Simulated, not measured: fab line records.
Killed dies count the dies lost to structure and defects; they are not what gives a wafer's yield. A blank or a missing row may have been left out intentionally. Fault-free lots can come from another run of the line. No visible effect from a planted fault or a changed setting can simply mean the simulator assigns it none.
Matching of chambers || flow n5_finfet || N5_HKMG_FIN_STRIP_57 on rie_diel-01: 4 sister chambers
The step strips in CF4. 18 wafers are shown with their chamber, then 9 later ones without.

== EACH WAFER AND ITS CHAMBER ==
{"wafer": "L077.3", "chamber": 1, "drypump_motor_current_A (A)": 5.9, "showerhead_plenum_p_Torr (Torr)": 1.86, "rf_vpp_V (V)": 272.6}
{"wafer": "L077.4", "chamber": 0, "drypump_motor_current_A (A)": 6.0, "showerhead_plenum_p_Torr (Torr)": 1.84, "rf_vpp_V (V)": 272.3}
{"wafer": "L077.5", "chamber": 3, "drypump_motor_current_A (A)": 5.7, "showerhead_plenum_p_Torr (Torr)": 1.77, "rf_vpp_V (V)": 269.3}
{"wafer": "L079.1", "chamber": 1, "drypump_motor_current_A (A)": 5.9, "showerhead_plenum_p_Torr (Torr)": 1.86, "rf_vpp_V (V)": 272.4}
{"wafer": "L079.3", "chamber": 2, "drypump_motor_current_A (A)": 5.6, "showerhead_plenum_p_Torr (Torr)": 1.71, "rf_vpp_V (V)": 269.5}
{"wafer": "L079.4", "chamber": 1, "drypump_motor_current_A (A)": 5.9, "showerhead_plenum_p_Torr (Torr)": 1.86, "rf_vpp_V (V)": 271.8}
{"wafer": "L084.3", "chamber": 3, "drypump_motor_current_A (A)": 5.7, "showerhead_plenum_p_Torr (Torr)": 1.77, "rf_vpp_V (V)": 270.4}
{"wafer": "L084.4", "chamber": 3, "drypump_motor_current_A (A)": 5.7, "showerhead_plenum_p_Torr (Torr)": 1.77, "rf_vpp_V (V)": 271.2}
{"wafer": "L084.6", "chamber": 0, "drypump_motor_current_A (A)": 6.0, "showerhead_plenum_p_Torr (Torr)": 1.84, "rf_vpp_V (V)": 272.4}
{"wafer": "L086.1", "chamber": 0, "drypump_motor_current_A (A)": 6.0, "showerhead_plenum_p_Torr (Torr)": 1.84, "rf_vpp_V (V)": 273.7}
{"wafer": "L086.2", "chamber": 2, "drypump_motor_current_A (A)": 5.5, "showerhead_plenum_p_Torr (Torr)": 1.92, "rf_vpp_V (V)": 273.9}
{"wafer": "L086.6", "chamber": 1, "drypump_motor_current_A (A)": 5.9, "showerhead_plenum_p_Torr (Torr)": 1.85, "rf_vpp_V (V)": 271.5}
{"wafer": "L088.1", "chamber": 1, "drypump_motor_current_A (A)": 5.9, "showerhead_plenum_p_Torr (Torr)": 1.85, "rf_vpp_V (V)": 273.4}
{"wafer": "L088.2", "chamber": 3, "drypump_motor_current_A (A)": 5.7, "showerhead_plenum_p_Torr (Torr)": 1.77, "rf_vpp_V (V)": 270.7}
{"wafer": "L088.5", "chamber": 2, "drypump_motor_current_A (A)": 5.5, "showerhead_plenum_p_Torr (Torr)": 1.92, "rf_vpp_V (V)": 273.1}
{"wafer": "L089.3", "chamber": 0, "drypump_motor_current_A (A)": 6.0, "showerhead_plenum_p_Torr (Torr)": 1.83, "rf_vpp_V (V)": 273.7}
{"wafer": "L089.5", "chamber": 3, "drypump_motor_current_A (A)": 5.7, "showerhead_plenum_p_Torr (Torr)": 1.77, "rf_vpp_V (V)": 269.2}
{"wafer": "L089.6", "chamber": 2, "drypump_motor_current_A (A)": 5.5, "showerhead_plenum_p_Torr (Torr)": 1.92, "rf_vpp_V (V)": 273.3}

SIGNATURES (averages over the wafers above)
{"reading": "drypump_motor_current_A", "chamber 0": 6.000, "chamber 1": 5.900, "chamber 2": 5.525, "chamber 3": 5.700, "scatter within a chamber": 0.0231}
{"reading": "showerhead_plenum_p_Torr", "chamber 0": 1.8375, "chamber 1": 1.8560, "chamber 2": 1.8675, "chamber 3": 1.7700, "scatter within a chamber": 0.0487}
{"reading": "rf_vpp_V", "chamber 0": 273.025, "chamber 1": 272.340, "chamber 2": 272.450, "chamber 3": 270.160, "scatter within a chamber": 1.17}
Rule: for a wafer and a chamber, the distance is found by dividing, reading by reading, the gap between the wafer's reading and the chamber's mean by the reading's scatter, squaring, summing and taking the root. If the next closest chamber is less than 2 further off than the closest, the wafer can't be placed; otherwise it belongs to the closest. The scatter is the square root of a quotient: the sum, over the shown wafers, of each reading's squared deviation from its chamber's mean, divided by wafers minus chambers.

== WAFERS WITHOUT THEIR CHAMBER ==
{"wafer": "L092.1", "drypump_motor_current_A (A)": 5.7, "showerhead_plenum_p_Torr (Torr)": 1.77, "rf_vpp_V (V)": 271.2}
{"wafer": "L092.4", "drypump_motor_current_A (A)": 6.0, "showerhead_plenum_p_Torr (Torr)": 1.83, "rf_vpp_V (V)": 272.4}
{"wafer": "L092.6", "drypump_motor_current_A (A)": 5.7, "showerhead_plenum_p_Torr (Torr)": 1.77, "rf_vpp_V (V)": 272.5}
{"wafer": "L095.1", "drypump_motor_current_A (A)": 5.9, "showerhead_plenum_p_Torr (Torr)": 1.85, "rf_vpp_V (V)": 271.5}
{"wafer": "L095.5", "drypump_motor_current_A (A)": 5.9, "showerhead_plenum_p_Torr (Torr)": 1.85, "rf_vpp_V (V)": 272.4}
{"wafer": "L095.6", "drypump_motor_current_A (A)": 5.5, "showerhead_plenum_p_Torr (Torr)": 1.92, "rf_vpp_V (V)": 273.2}
{"wafer": "L097.3", "drypump_motor_current_A (A)": 5.9, "showerhead_plenum_p_Torr (Torr)": 1.85, "rf_vpp_V (V)": 272.2}
{"wafer": "L097.4", "drypump_motor_current_A (A)": 5.7, "showerhead_plenum_p_Torr (Torr)": 1.76, "rf_vpp_V (V)": 270.0}
{"wafer": "L097.6", "drypump_motor_current_A (A)": 5.5, "showerhead_plenum_p_Torr (Torr)": 1.91, "rf_vpp_V (V)": 274.5}

== EACH ONE'S CHAMBER ==
{"wafer": "L092.1", "from the rows above": 3, "in truth": 3}
{"wafer": "L092.4", "from the rows above": 0, "in truth": 0}
{"wafer": "L092.6", "from the rows above": 3, "in truth": 3}
{"wafer": "L095.1", "from the rows above": 1, "in truth": 1}
{"wafer": "L095.5", "from the rows above": 1, "in truth": 1}
{"wafer": "L095.6", "from the rows above": 2, "in truth": 2}
{"wafer": "L097.3", "from the rows above": 1, "in truth": 1}
{"wafer": "L097.4", "from the rows above": 3, "in truth": 3}
{"wafer": "L097.6", "from the rows above": 2, "in truth": 2}
Placed correctly: 9 of 9. Not placeable from these rows: 0. Placed wrongly: 0.
